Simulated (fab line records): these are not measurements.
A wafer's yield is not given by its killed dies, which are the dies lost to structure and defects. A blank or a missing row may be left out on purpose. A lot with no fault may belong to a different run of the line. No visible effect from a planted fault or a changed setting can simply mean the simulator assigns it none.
Comparing a struck lot with a sound one + flow nand_harc + 15 steps out of a route of 1159
Sound: these wafers, L191.3, L191.4, L191.5. Wafers L201.2, L201.3, L201.5 were the ones struck. The cause comes at the end.
Per side, at each step with rows, come the tool, then ch with its chambers, and then its first start. Under that, the readings that differ: sound wafers + struck wafers + difference of the means + sigmas: that difference in standard deviations of wafers without a fault.
alike: readings whose means differ by less than 2 such deviations, and words and numbers that are the same on both sides. not compared: withheld readings, readings that some wafer has no value for, bounds like >300 that may hide the same value, and numbers for which the record gives no deviation and whose values overlap.
The two part at a step that has a row with sigmas, a row that says differs or no value, or rows on one side only. Numbers that don't overlap but have no deviation are shown without sigmas and don't part them. A reading that every wafer of one side lacks parts them only if that side has two wafers or more.

first, 1 step without rows for these wafers: NHARC_A_CHANNEL_HOLE_D1_STRIP_43 (strips in O2/COS).
NHARC_A_CHANNEL_HOLE_D1_ETCH_44: etches the open film in CF4/O2, target depth 140 nm, overetch 14 nm, time 77 s.
  sound on rie_diel-08 ch 1,2, day 9 19:59; struck on rie_diel-02 ch 0,3, day 12 10:23
  alike: drypump_motor_current_A, oes_product_au, rf_vpp_V, showerhead_plenum_p_Torr, throttle_valve_pct
  not compared: rf_hours_counter_h
NHARC_A_CHANNEL_HOLE_D1_STRIP_27: strips in O2.
  sound on rie_diel-08 ch 0,2,3; struck on rie_diel-02 ch 0,1,3
  alike: drypump_motor_current_A, oes_product_au, rf_vpp_V, showerhead_plenum_p_Torr, throttle_valve_pct
  not compared: rf_hours_counter_h
then, 2 steps without rows for these wafers: NHARC_A_CHANNEL_HOLE_D1_PRECLEAN_28 (cleans in SC1); NHARC_A_CHANNEL_HOLE_D1_SRD_29.
NHARC_A_CHANNEL_HOLE_D1_CD_MEAS_30:
  sound: cd_sem-01 at day 9 20:48; struck: cd_sem-01 at day 12 11:12
  alike: cd_nm
NHARC_A_CHANNEL_HOLE_D1_XSEM_31:
  sound on xsem-02 ch 0, day 9 20:53; struck on xsem-01 ch 0, day 12 11:17
  alike: bot_cd_nm, bow_nm, tilt_deg
NHARC_A_CHANNEL_HOLE_D1_INSPECT_40:
  sound: defect_inspect-01 at day 9 20:59; struck: defect_inspect-02 at day 12 11:23
  alike: raw_defect_count
then, 3 steps without rows for these wafers: NHARC_A_CHANNEL_FILL_D1_PRECLEAN_00 (cleans in SC1); NHARC_A_CHANNEL_FILL_D1_SRD_01; NHARC_A_CHANNEL_FILL_D1_ALD_02 (deposits SiO2, target thk 6 nm, pulse time 10 s, ald cycles 60).
NHARC_A_CHANNEL_FILL_D1_ALD_03: deposits SiNx, target thk 6 nm, pulse time 60 s, ald cycles 58.
  sound on ald_sin_batch-03 ch 0; struck on ald_sin_batch-01 ch 0
  alike: ald_cycles, precursor_pulse_height_rel
NHARC_A_CHANNEL_FILL_D1_ALD_14: deposits SiO2, target thk 2.5 nm, pulse time 10 s, ald cycles 25.
  sound on ald_hk-04 ch 0,1,3, day 10 04:23; struck on ald_hk-04 ch 0,1,3, day 12 20:49
| reading    | sound    | struck   | difference | sigmas |
|------------|----------|----------|------------|--------|
| ald_cycles | 25 25 25 | 27 27 27 | +2         |        |
  alike: heater_power_w, precursor_pulse_height_rel
NHARC_A_CHANNEL_FILL_D1_ALD_15: deposits SiNx, target thk 2 nm, pulse time 60 s, ald cycles 19.
  sound on ald_sin_batch-02 ch 0; struck on ald_sin_batch-01 ch 0
  alike: ald_cycles, precursor_pulse_height_rel
NHARC_END_SORT_01:
  the record has rows for the sound wafers here (prober-02 ch 0, day 20 02:51) and none for the struck ones

## WHERE THEY PART
At NHARC_END_SORT_01 and nowhere else, as far as this record goes.

WHY: the cause the simulator had injected
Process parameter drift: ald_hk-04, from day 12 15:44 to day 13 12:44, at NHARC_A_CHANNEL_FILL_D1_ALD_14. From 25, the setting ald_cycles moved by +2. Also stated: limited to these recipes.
